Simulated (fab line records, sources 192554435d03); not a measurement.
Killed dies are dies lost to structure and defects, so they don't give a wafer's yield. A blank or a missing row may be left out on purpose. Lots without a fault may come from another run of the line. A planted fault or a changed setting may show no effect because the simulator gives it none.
One fault seen from 2 desks | flow n5_finfet | each desk has only its own numbers; what lay behind them comes last

THE TOOL OWNER'S DESK: litho_track-05
The tool's own readings at N5_BEOL_M10_COAT_59 (time 60 s, resist thk 100 nm): means of the sampled wafers that have a number, for each lot that ran on this tool. A lot is out of limits, marked OUT, if its mean lies more than 4 standard deviations from the usual mean; the brackets give that distance.
Columns: A = chill_plate_temp_C at N5_BEOL_M10_COAT_59, usual 23.01 C; B = heater_power_total_W at N5_BEOL_M10_COAT_59, usual 500.5 W; C = plate_temp_C at N5_BEOL_M10_COAT_59, usual 249.98 C
lot  | first seen here | A     | B               | C
L977 | day 10 12:11    | 23.08 | 501.2           | 250.23
L985 | day 12 22:22    | 22.99 | 473.8 (-15) OUT | 239.22 (-60) OUT
L983 | day 13 03:08    | 23.05 | 475.5 (-14) OUT | 239.17 (-60) OUT
This desk's finding: out of limits on L983, L985; first on L985, day 12 22:22 (heater_power_total_W at N5_BEOL_M10_COAT_59). In limits: L977.

THE METROLOGY DESK
What the gauges read, lot by lot, whatever tool the lot ran on: means of the sampled wafers that have a number. A lot is out of limits, marked OUT, if its mean lies more than 4 standard deviations from the usual mean; the brackets give that distance.
Columns: A = cd_nm at N5_BEOL_M10_CD_MEAS_11, usual 63.7 nm
lot  | first seen here | A
L975 | day 10 12:20    | 63.8
L977 | day 10 12:34    | 63.6
L976 | day 10 17:17    | 63.1
L978 | day 11 05:28    | 63.2
L985 | day 12 22:44    | 64.3
L983 | day 13 03:31    | 63.8
L993 | day 14 09:26    | 63.8
L991 | day 14 09:53    | 63.6
L992 | day 14 10:18    | 64.0
L997 | day 15 14:44    | 63.6
L998 | day 15 22:52    | 63.7
This desk's finding: nothing out of limits on any of the 11 lots.

PUT TOGETHER
The tool owner's desk could have raised an alarm at day 12 22:22, on L983, L985.
The metrology desk saw nothing out of limits.
The metrology desk has L983, L985 on record, within its limits.
Of the lots named, all ran N5_BEOL_M10_COAT_59 on litho_track-05.

WHAT THE SIMULATOR HAD PUT IN
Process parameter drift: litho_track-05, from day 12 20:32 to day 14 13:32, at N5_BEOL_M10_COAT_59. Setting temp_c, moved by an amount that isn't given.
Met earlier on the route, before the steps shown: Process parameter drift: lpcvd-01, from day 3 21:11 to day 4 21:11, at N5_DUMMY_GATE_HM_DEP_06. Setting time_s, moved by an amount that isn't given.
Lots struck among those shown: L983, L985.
Hours from the fault's start to each desk's first reading out of limits: the tool owner's desk, 2.
